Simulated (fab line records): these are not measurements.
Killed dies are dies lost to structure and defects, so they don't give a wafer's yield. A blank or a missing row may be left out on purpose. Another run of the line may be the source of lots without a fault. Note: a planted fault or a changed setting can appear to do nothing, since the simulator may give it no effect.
Which tool was responsible? | flow nand-harc | 36 wafers from 12 lots sampled at 6 of the route's 1302 steps

== WHAT THE GAUGES READ, wafer by wafer ==
NHARC_P_BONDPAD_THK_MEAS_20: measures by xrf.
lot  | measured     | on            | thk-nm (nm)
L529 | day 6 20:42  | film-metro-02 | 160.9 162.1 162.6
L528 | day 6 21:37  | film-metro-02 | 160.9 162.0 160.7
L530 | day 7 13:40  | film-metro-02 | 161.5 159.2 161.0
L532 | day 8 05:01  | film-metro-01 | 161.8 160.0 161.5
L533 | day 8 18:32  | film-metro-01 | 162.8 162.3 161.9
L534 | day 8 23:16  | film-metro-02 | 160.3 160.6 157.9
L537 | day 10 07:23 | film-metro-02 | 160.5 162.0 158.9
L538 | day 10 21:26 | film-metro-02 | 160.2 160.6 161.7
L539 | day 11 05:59 | film-metro-02 | 160.5 161.7 161.4
L547 | day 14 11:05 | film-metro-01 | 160.8 158.6 163.0
L550 | day 15 21:13 | film-metro-02 | 162.2 163.5 161.1
L551 | day 16 04:25 | film-metro-01 | 161.6 161.3 161.8

NHARC_A_ZERO_WELL_INSPECT_17.
lot  | measured     | on                | raw-defect-count
L529 | day 6 23:38  | defect-inspect-01 | 10 10 11
L528 | day 7 00:35  | defect-inspect-01 | 18 14 6
L530 | day 7 16:48  | defect-inspect-01 | 10 9 9
L532 | day 8 08:02  | defect-inspect-02 | 16 14 10
L533 | day 8 21:25  | defect-inspect-01 | 16 11 20
L534 | day 9 02:15  | defect-inspect-01 | 13 18 23
L537 | day 10 10:30 | defect-inspect-02 | 7 9 20
L538 | day 11 00:26 | defect-inspect-01 | 10 5 4
L539 | day 11 09:01 | defect-inspect-02 | 16 7 8
L547 | day 14 14:22 | defect-inspect-01 | 1256 16 14
L550 | day 16 00:15 | defect-inspect-01 | 16 7 12
L551 | day 16 07:23 | defect-inspect-01 | 4 10 9

NHARC_END_SORT_01.
lot  | measured     | on        | killed-at-array | killed-at-other | killed-at-periphery | killed-dies | killed-open | killed-short
L537 | day 27 21:08 | prober-01 | 34              | 1               | 0                   | 35          | 1           | 2
L547 | day 31 18:39 | prober-02 | 91 36 32        | 2 1 2           | 6 11 6              | 99 48 40    | 2 3 1       | 4 3 1

== WHICH TOOL RAN EACH LOT (tool, then ch and the chambers of the sampled wafers, then the start) ==
lot  | NHARC_P_BONDPAD_PRE_CLEAN_26            | NHARC_P_BONDPAD_PVD_17                  | NHARC_A_ZERO_WELL_ETCH_13
L529 | pvd-sputter-01, day 6 20:42 or earlier  | pvd-sputter-01, day 6 20:42 or earlier  | rie-si-01 ch 0,2, day 6 22:31
L528 | pvd-sputter-03, day 6 21:37 or earlier  | pvd-sputter-03, day 6 21:37 or earlier  | rie-si-05 ch 0,1, day 6 23:29
L530 | pvd-sputter-01, day 7 13:40 or earlier  | pvd-sputter-01, day 7 13:40 or earlier  | rie-si-02 ch 0,1,2, day 7 15:39
L532 | pvd-sputter-01, day 8 05:01 or earlier  | pvd-sputter-01, day 8 05:01 or earlier  | rie-si-01 ch 0,2,3, day 8 06:55
L533 | pvd-sputter-01, day 8 18:32 or earlier  | pvd-sputter-01, day 8 18:32 or earlier  | rie-si-01 ch 0,2, day 8 20:19
L534 | pvd-sputter-01, day 8 23:16 or earlier  | pvd-sputter-01, day 8 23:16 or earlier  | rie-si-05 ch 0,1,3, day 9 01:10
L537 | pvd-sputter-03, day 10 07:23 or earlier | pvd-sputter-03, day 10 07:23 or earlier | rie-si-05 ch 0,1,2, day 10 09:25
L538 | pvd-sputter-03, day 10 21:26 or earlier | pvd-sputter-03, day 10 21:26 or earlier | rie-si-05 ch 0,1, day 10 23:21
L539 | pvd-sputter-01, day 11 05:59 or earlier | pvd-sputter-01, day 11 05:59 or earlier | rie-si-02 ch 0,1,2, day 11 07:57
L547 | pvd-sputter-01, day 14 11:05 or earlier | pvd-sputter-01, day 14 11:05 or earlier | rie-si-05 ch 0,1,2, day 14 12:57
L550 | pvd-sputter-02, day 15 21:13 or earlier | pvd-sputter-02, day 15 21:13 or earlier | rie-si-02 ch 0,2,3, day 15 23:07
L551 | pvd-sputter-01, day 16 04:25 or earlier | pvd-sputter-01, day 16 04:25 or earlier | rie-si-02 ch 1,2,3, day 16 06:17
- NHARC_P_BONDPAD_PRE_CLEAN_26: time 30 s.
- NHARC_P_BONDPAD_PVD_17: deposits TaN, target thk 5 nm, time 8.06 s.
- NHARC_A_ZERO_WELL_ETCH_13: etches the open film in HBr/Cl2, target depth 120 nm, time 40.1 s.

== AS READ BY THE TOOLS THEMSELVES (means over the sampled wafers that have a number; for cases with no such wafer, the mark the record gives instead) ==
NHARC_P_BONDPAD_PRE_CLEAN_26.
lot  | tool           | heater-power-w (W)
L529 | pvd-sputter-01 | 443
L528 | pvd-sputter-03 | 389
L530 | pvd-sputter-01 | 441
L532 | pvd-sputter-01 | 443
L533 | pvd-sputter-01 | 447
L534 | pvd-sputter-01 | 441
L537 | pvd-sputter-03 | 388
L538 | pvd-sputter-03 | 367
L539 | pvd-sputter-01 | 446
L547 | pvd-sputter-01 | 433
L550 | pvd-sputter-02 | 413
L551 | pvd-sputter-01 | 439

NHARC_P_BONDPAD_PVD_17.
lot  | tool           | cathode-dc-power-W (W) | throttle-valve-pct (%)
L529 | pvd-sputter-01 | 15001                  | 29.9
L528 | pvd-sputter-03 | 14998                  | 30.0
L530 | pvd-sputter-01 | 15000                  | 30.7
L532 | pvd-sputter-01 | 15000                  | 30.5
L533 | pvd-sputter-01 | 15001                  | 30.4
L534 | pvd-sputter-01 | 15002                  | 30.5
L537 | pvd-sputter-03 | 15000                  | 30.7
L538 | pvd-sputter-03 | 14997                  | 31.1
L539 | pvd-sputter-01 | 15000                  | 30.6
L547 | pvd-sputter-01 | 15000                  | 30.9
L550 | pvd-sputter-02 | 15002                  | 30.4
L551 | pvd-sputter-01 | 15000                  | 30.4

NHARC_A_ZERO_WELL_ETCH_13.
lot  | tool      | drypump-motor-current-A (A) | oes-product-au (a.u.) | throttle-valve-pct (%)
L529 | rie-si-01 | 5.3                         | 0.993                 | 26.404
L528 | rie-si-05 | 5.6                         | 1.003                 | 26.402
L530 | rie-si-02 | 6.0                         | 1.004                 | 26.396
L532 | rie-si-01 | 5.5                         | 0.987                 | 26.412
L533 | rie-si-01 | 5.3                         | 0.991                 | 26.407
L534 | rie-si-05 | 5.3                         | 1.010                 | 26.407
L537 | rie-si-05 | 5.5                         | 1.006                 | 26.411
L538 | rie-si-05 | 5.6                         | 1.008                 | 26.406
L539 | rie-si-02 | 6.1                         | 1.005                 | 26.410
L547 | rie-si-05 | 5.5                         | 1.001                 | 26.402
L550 | rie-si-02 | 6.0                         | 1.006                 | 26.409
L551 | rie-si-02 | 5.9                         | 0.976                 | 26.409

== THE ANSWER, worked out from the rows above alone ==
Rule: the usual values come from the lots themselves. Put in order of their means at a reading, lots are off if they are a third of the lots or fewer, leave a main group of 4 or more, and stand apart from it by a gap of 3 or more times the standard deviation of the main group's means; of several such gaps the widest counts. A main group whose means are all the same, to the digits that the tables above print for the reading, isn't used. A lot without any number at a reading at which 4 lots or more have one is off too. Where the step has rows for the other lots, those lots are counted as sound. After the gauges, taken in route order, come the tools' own readings; for these a lot's mean is taken, as printed above. At the first step where some lot is off, the reading lying furthest off is the one used; lots without a number count as furthest.
Off, at NHARC_A_ZERO_WELL_INSPECT_17 on raw-defect-count: L547. Mean 12 and standard deviation 3.2 in the main group.
A tool fits if, at a process step before that reading, it ran every lot that is off, and no sound lot after the first of them. The gauges at NHARC_A_ZERO_WELL_INSPECT_17 are tried like those tools. Because NHARC_P_BONDPAD_PRE_CLEAN_26 lacks a start for some lots, the hours and order of its lots are taken from NHARC_P_BONDPAD_THK_MEAS_20. Because NHARC_P_BONDPAD_PVD_17 lacks a start for some lots, the hours and order of its lots are taken from NHARC_P_BONDPAD_THK_MEAS_20. One fits: NHARC_A_ZERO_WELL_ETCH_13 on rie-si-05. Its last sound lot is L538 (day 10 23:21), its first lot that is off L547 (day 14 12:57): a fault that began between those two fits.

== WHAT HAD BEEN PUT IN BY THE SIMULATOR ==
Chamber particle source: rie-si-05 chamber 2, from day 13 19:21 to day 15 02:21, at NHARC_A_ZERO_WELL_ETCH_13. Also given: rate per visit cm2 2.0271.
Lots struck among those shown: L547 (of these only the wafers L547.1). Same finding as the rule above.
